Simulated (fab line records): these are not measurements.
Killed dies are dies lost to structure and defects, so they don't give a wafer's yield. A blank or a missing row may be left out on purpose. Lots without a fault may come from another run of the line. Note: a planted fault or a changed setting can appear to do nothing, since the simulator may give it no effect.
Split-lot experiment	flow n5Finfet	39 wafers read from 7 lots, route of 1938 steps

## SPLIT DETAILS
At N5_BEOL_M0_SAQP_DEVELOP_13 (develop time 30 s), the setting developTimeS was moved away from the recipe's 30 s on 18 of the 39 wafers read, by -51.4% to +59.8%. The other wafers ran this setting at the recipe's value.

Split to reading: the file shows no intervening step.

## THE READING
cdNm, in nm, at N5_BEOL_M0_SAQP_CD_MEAS_14 (target cd 42.5 nm). A value of 42.4 nm with a standard deviation of 0.31 nm is what fault-free wafers of this fab line usually give.

wafer	tool, chamber at the split	developTimeS as run, s	against the recipe	cdNm, nm	against lot-mates on the recipe
L074.1	lithoTrack-01, 0	14.67	-51.1%	44.0	+1.8
L074.2	lithoTrack-01, 0	14.67	-51.1%	44.4	+2.2
L074.3	lithoTrack-01, 0	30	recipe	42.0	-
L074.4	lithoTrack-01, 0	14.67	-51.1%	44.2	+2.0
L074.5	lithoTrack-01, 0	30	recipe	42.3	-
L074.6	lithoTrack-01, 0	30	recipe	42.3	-
L075.1	lithoTrack-01, 0	30	recipe	42.3	-
L075.2	lithoTrack-01, 0	30	recipe	42.6	-
L075.3	lithoTrack-01, 0	18.26	-39.1%	43.3	+0.8
L075.4	lithoTrack-01, 0	18.26	-39.1%	43.7	+1.2
L075.5	lithoTrack-01, 0	30	recipe	42.6	-
L075.6	lithoTrack-01, 0	18.26	-39.1%	44.1	+1.6
L083.1	lithoTrack-01, 0	30	recipe	42.9	-
L083.5	lithoTrack-01, 0	30	recipe	43.0	-
L083.6	lithoTrack-01, 0	30	recipe	42.6	-
L085.1	lithoTrack-02, 0	30	recipe	41.7	-
L085.2	lithoTrack-02, 0	30	recipe	42.4	-
L085.3	lithoTrack-02, 0	43.03	+43.4%	41.1	-1.0
L085.4	lithoTrack-02, 0	30	recipe	42.3	-
L085.5	lithoTrack-02, 0	43.03	+43.4%	41.0	-1.1
L085.6	lithoTrack-02, 0	43.03	+43.4%	41.6	-0.5
L086.1	lithoTrack-01, 0	30	recipe	42.3	-
L086.2	lithoTrack-01, 0	14.59	-51.4%	43.5	+1.3
L086.3	lithoTrack-01, 0	30	recipe	42.1	-
L086.4	lithoTrack-01, 0	30	recipe	42.2	-
L086.5	lithoTrack-01, 0	14.59	-51.4%	44.0	+1.8
L086.6	lithoTrack-01, 0	14.59	-51.4%	43.9	+1.7
L088.1	lithoTrack-01, 0	30	recipe	42.1	-
L088.2	lithoTrack-01, 0	47.93	+59.8%	41.2	-1.1
L088.3	lithoTrack-01, 0	30	recipe	42.4	-
L088.4	lithoTrack-01, 0	30	recipe	42.4	-
L088.5	lithoTrack-01, 0	47.93	+59.8%	41.1	-1.2
L088.6	lithoTrack-01, 0	47.93	+59.8%	41.4	-0.9
L096.1	lithoTrack-02, 0	30	recipe	42.6	-
L096.2	lithoTrack-02, 0	22.84	-23.9%	43.0	+0.7
L096.3	lithoTrack-02, 0	30	recipe	42.2	-
L096.4	lithoTrack-02, 0	22.84	-23.9%	43.3	+1.0
L096.5	lithoTrack-02, 0	30	recipe	42.2	-
L096.6	lithoTrack-02, 0	22.84	-23.9%	43.2	+0.9

FIT RESULTS
A straight line over all 39 wafers: cdNm changes by -0.0272 nm for each +1% of developTimeS; r = -0.94; the points scatter about the line by 0.32 nm.
The same after taking each lot's own level away (the mean of its wafers on the recipe; 39 wafers): -0.0269 nm for each +1%; r = -0.95; scatter 0.29 nm.
On that fit, the largest move of developTimeS shifts the reading by 1.6 nm.
From 42.13 to 42.83 nm: that is the span of the lots' own levels, equal to 2.3 times the standard deviation above.
The two slopes agree, so the slope changes little with the lot-to-lot level.
Check: for one of the wafers moved furthest among these (+59.8%), held out of the fit, the line's prediction against its lot-mates is -1.51 nm. It came out at -1.1 nm against them.

## OTHER SPLITS APPLIED TO THESE WAFERS
These wafers also went through other splits before the reading. Each is held against what the fit with the lots' levels taken away leaves over:
other split on the same wafers	wafers away from the commonest value	r with cdNm (lot level and that fit taken away)
N5_GATE_CUT_ALD_22 aldCycles	12	-0.24

## THE FILE'S OWN FIT
cdNm changes by -0.0276 nm for each +1% of developTimeS, r = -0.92.
